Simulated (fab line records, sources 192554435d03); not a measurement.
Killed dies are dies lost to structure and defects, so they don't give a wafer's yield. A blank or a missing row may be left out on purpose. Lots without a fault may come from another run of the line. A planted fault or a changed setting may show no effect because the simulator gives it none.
Chamber matching | flow n5_finfet | N5_BEOL_M10_ETCH_66 on rie_diel-01: 4 sister chambers
The step etches SOC in N2/H2, target depth 120 nm, overetch 24 nm, time 180 s. 16 wafers are shown with their chamber, then 8 later ones without.

WAFERS WITH THEIR CHAMBER
wafer  | chamber | showerhead_plenum_p_Torr (Torr) | throttle_valve_pct (%) | drypump_motor_current_A (A)
L081.3 | 2       | 2.62                            | 17.89                  | 5.7
L081.4 | 0       | 2.69                            | 17.59                  | 5.7
L081.6 | 3       | 2.48                            | 17.62                  | 5.5
L083.2 | 3       | 2.47                            | 17.63                  | 5.5
L083.5 | 0       | 2.69                            | 17.61                  | 5.7
L083.6 | 3       | 2.47                            | 17.64                  | 5.5
L086.1 | 2       | 2.61                            | 17.92                  | 5.7
L086.2 | 0       | 2.69                            | 17.63                  | 5.8
L086.3 | 1       | 2.63                            | 18.09                  | 5.5
L087.1 | 2       | 2.61                            | 17.92                  | 5.7
L087.2 | 0       | 2.69                            | 17.63                  | 5.8
L087.5 | 1       | 2.63                            | 18.11                  | 5.5
L088.1 | 3       | 2.47                            | 17.66                  | 5.5
L088.2 | 1       | 2.63                            | 18.12                  | 5.5
L088.3 | 0       | 2.69                            | 17.63                  | 5.7
L088.4 | 2       | 2.61                            | 17.92                  | 5.7

SIGNATURES (means of the wafers above)
reading                  | chamber 0 | chamber 1 | chamber 2 | chamber 3 | scatter within a chamber
showerhead_plenum_p_Torr | 2.6900    | 2.6300    | 2.6125    | 2.4725    | 0.00354
throttle_valve_pct       | 17.6180   | 18.1067   | 17.9125   | 17.6375   | 0.0166
drypump_motor_current_A  | 5.740     | 5.500     | 5.700     | 5.500     | 0.0316
Rule: a wafer's distance from a chamber is the root of the sum, over the readings, of the square of ((its reading less the chamber's mean) divided by the reading's scatter). The wafer belongs to the nearest chamber; if the next one is less than 2 further off, it can't be placed. The scatter: the root of (the sum of the squares of (reading less its chamber's mean) over the shown wafers, divided by (wafers less chambers)).

WAFERS WITHOUT THEIR CHAMBER
wafer  | showerhead_plenum_p_Torr (Torr) | throttle_valve_pct (%) | drypump_motor_current_A (A)
L088.5 | 2.47                            | 17.65                  | 5.5
L088.6 | 2.61                            | 17.92                  | 5.7
L092.2 | 2.61                            | 17.91                  | 5.7
L092.4 | 2.47                            | 17.66                  | 5.5
L092.5 | 2.61                            | 17.94                  | 5.7
L096.1 | 2.67                            | 17.68                  | 5.7
L096.3 | 2.60                            | 17.98                  | 5.7
L096.4 | 2.46                            | 17.69                  | 5.5

WHICH CHAMBER EACH WENT THROUGH
wafer  | from the rows above | in truth
L088.5 | 3                   | 3
L088.6 | 2                   | 2
L092.2 | 2                   | 2
L092.4 | 3                   | 3
L092.5 | 2                   | 2
L096.1 | 0                   | 0
L096.3 | 2                   | 2
L096.4 | 3                   | 3
Placed correctly: 8 of 8. Can't be placed from these rows: 0. Placed wrongly: 0.
